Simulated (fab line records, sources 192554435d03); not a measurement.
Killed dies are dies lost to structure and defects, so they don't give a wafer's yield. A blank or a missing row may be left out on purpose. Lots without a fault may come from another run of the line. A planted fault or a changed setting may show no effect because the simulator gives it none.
Chamber matching | flow n5_finfet | N5_BEOL_M15_DEP_53 on pecvd-03: 3 sister chambers
The step deposits SiCN from 3MS/NH3, target thk 50 nm, time 17.8 s. 6 wafers are shown with their chamber, then 7 later ones without.

WAFERS WITH THEIR CHAMBER
wafer  | chamber | throttle_valve_pct (%) | showerhead_plenum_p_Torr (Torr)
L630.6 | 2       | 16.9                   | 4.174
L632.5 | 1       | 17.0                   | 4.198
L633.2 | 1       | 17.1                   | 4.192
L633.6 | 0       | 18.5                   | 4.151
L635.3 | 0       | 18.5                   | 4.145
L635.4 | 2       | 17.2                   | 4.185

WAFERS WITHOUT THEIR CHAMBER
wafer  | throttle_valve_pct (%) | showerhead_plenum_p_Torr (Torr)
L635.5 | 18.4                   | 4.161
L642.1 | 17.4                   | 4.195
L642.3 | 16.7                   | 4.182
L642.6 | 17.1                   | 4.186
L643.1 | 17.0                   | 4.175
L643.3 | 17.1                   | 4.184
L643.6 | 17.3                   | 4.193

WHICH CHAMBER EACH WENT THROUGH
wafer  | from the rows above     | in truth
L635.5 | 0                       | 0
L642.1 | can't be placed: 1 or 2 | 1
L642.3 | can't be placed: 2 or 1 | 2
L642.6 | can't be placed: 2 or 1 | 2
L643.1 | 2                       | 2
L643.3 | can't be placed: 2 or 1 | 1
L643.6 | can't be placed: 1 or 2 | 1
Placed correctly: 2 of 7. Can't be placed from these rows: 5 (the true chamber is among the candidates in 5). Placed wrongly: 0.
How it was worked out, from the rows above alone: a wafer's distance from a chamber is the root of the sum, over the readings, of the square of ((its reading less the chamber's mean) divided by the reading's scatter). The wafer belongs to the nearest chamber; if the next one is less than 2 further off, it can't be placed. A chamber's mean is the mean of its shown wafers. The scatter: the root of (the sum of the squares of (reading less its chamber's mean) over the shown wafers, divided by (wafers less chambers)).
